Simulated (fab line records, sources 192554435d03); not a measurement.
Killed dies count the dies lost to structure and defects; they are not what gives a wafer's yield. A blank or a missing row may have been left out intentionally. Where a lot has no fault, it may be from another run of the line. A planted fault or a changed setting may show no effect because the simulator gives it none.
Chamber matching ; flow n5-finfet ; 4 sister chambers for N5_BEOL_M0_SAQP_STRIP_75 on rie-diel-03
The step strips in CF4. 16 wafers are shown with their chamber, then 8 later ones without.

WAFERS, EACH WITH ITS CHAMBER
wafer;chamber;throttle-valve-pct (%);showerhead-plenum-p-Torr (Torr);oes-product-au (a.u.)
L074.2;3;13.59;1.83;0.160
L074.5;1;13.78;1.87;0.169
L074.6;0;13.89;1.84;0.168
L075.2;1;13.78;1.87;0.162
L075.3;0;13.89;1.84;0.165
L075.5;1;13.78;1.87;0.167
L077.1;3;13.60;1.82;0.159
L077.2;1;13.80;1.87;0.163
L077.5;3;13.61;1.82;0.157
L082.1;1;13.83;1.87;0.164
L082.5;1;13.83;1.87;0.161
L082.6;0;13.93;1.83;0.158
L084.1;0;13.95;1.83;0.161
L084.3;1;13.83;1.86;0.162
L084.6;1;13.82;1.86;0.160
L091.1;2;13.37;1.75;0.189

SIGNATURES (averages over the wafers above)
reading;chamber 0;chamber 1;chamber 2;chamber 3;scatter within a chamber
throttle-valve-pct;13.9150;13.8063;13.3700;13.6000;0.024
showerhead-plenum-p-Torr;1.8350;1.8675;1.7500;1.8233;0.00514
oes-product-au;0.16300;0.16350;0.18900;0.15867;0.00327
Rule: for each reading, subtract the chamber's mean from the wafer's reading, divide by that reading's scatter and square the result; add these up over the readings and take the root, which gives the wafer's distance from the chamber. If the next closest chamber is less than 2 further off than the closest, the wafer can't be placed; otherwise it belongs to the closest. The scatter: the root of (the sum of the squares of (reading less its chamber's mean) over the shown wafers, divided by (wafers less chambers)).

WAFERS WITH NO CHAMBER GIVEN
wafer;throttle-valve-pct (%);showerhead-plenum-p-Torr (Torr);oes-product-au (a.u.)
L091.5;13.95;1.83;0.164
L091.6;13.86;1.86;0.155
L093.2;13.87;1.86;0.164
L093.4;13.05;1.82;0.202
L093.5;13.86;1.86;0.159
L097.4;13.39;1.83;0.226
L097.5;13.07;1.81;0.210
L097.6;13.41;1.74;0.184

WHICH CHAMBER EACH ONE RAN IN
wafer;from the rows above;in truth
L091.5;0;0
L091.6;1;1
L093.2;1;1
L093.4;2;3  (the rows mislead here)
L093.5;1;1
L097.4;2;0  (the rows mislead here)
L097.5;2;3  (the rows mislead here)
L097.6;2;2
Correct placement for 5 of the 8. Left unplaced by these rows: 0. 3 placed wrongly.
